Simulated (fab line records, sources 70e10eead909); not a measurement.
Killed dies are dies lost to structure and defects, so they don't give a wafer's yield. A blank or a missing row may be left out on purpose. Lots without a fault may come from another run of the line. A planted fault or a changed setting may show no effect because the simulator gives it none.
Chamber matching | flow nand_harc | NHARC_A_WL_FILL_ETCHBACK_26 on rie_si-05: 4 sister chambers
The step etches the open film in HBr, target depth 52 nm, time 13.3 s. 8 wafers are shown with their chamber, then 8 later ones without.

WAFERS WITH THEIR CHAMBER
wafer  | chamber | throttle_valve_pct (%) | oes_product_au (a.u.)
L075.5 | 3       | 23.258                 | 0.999
L078.4 | 3       | 23.274                 | 0.998
L083.2 | 2       | 23.280                 | 0.997
L083.3 | 1       | 23.269                 | 1.021
L086.1 | 1       | 23.264                 | 1.007
L086.2 | 2       | 23.274                 | 0.989
L086.4 | 0       | 23.263                 | 0.986
L094.1 | 0       | 23.265                 | 0.981

WAFERS WITHOUT THEIR CHAMBER
wafer  | throttle_valve_pct (%) | oes_product_au (a.u.)
L094.3 | 23.272                 | 1.008
L094.5 | 23.267                 | 1.011
L093.2 | 23.271                 | 1.000
L093.3 | 23.269                 | 0.999
L093.5 | 23.274                 | 1.001
L097.2 | 23.268                 | 1.000
L097.4 | 23.257                 | 0.986
L097.5 | 23.267                 | 1.001

WHICH CHAMBER EACH WENT THROUGH
wafer  | from the rows above               | in truth
L094.3 | can't be placed: 1 or 3 or 2      | 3
L094.5 | can't be placed: 1 or 3           | 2
L093.2 | can't be placed: 3 or 2 or 1      | 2
L093.3 | can't be placed: 3 or 2           | 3
L093.5 | can't be placed: 3 or 2 or 1 or 0 | 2
L097.2 | can't be placed: 3 or 2 or 1      | 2
L097.4 | can't be placed: 0 or 3           | 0
L097.5 | can't be placed: 3 or 2 or 1      | 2
Placed correctly: 0 of 8. Can't be placed from these rows: 8 (the true chamber is among the candidates in 7). Placed wrongly: 0.
How it was worked out, from the rows above alone: a wafer's distance from a chamber is the root of the sum, over the readings, of the square of ((its reading less the chamber's mean) divided by the reading's scatter). The wafer belongs to the nearest chamber; if the next one is less than 2 further off, it can't be placed. A chamber's mean is the mean of its shown wafers. The scatter: the root of (the sum of the squares of (reading less its chamber's mean) over the shown wafers, divided by (wafers less chambers)).
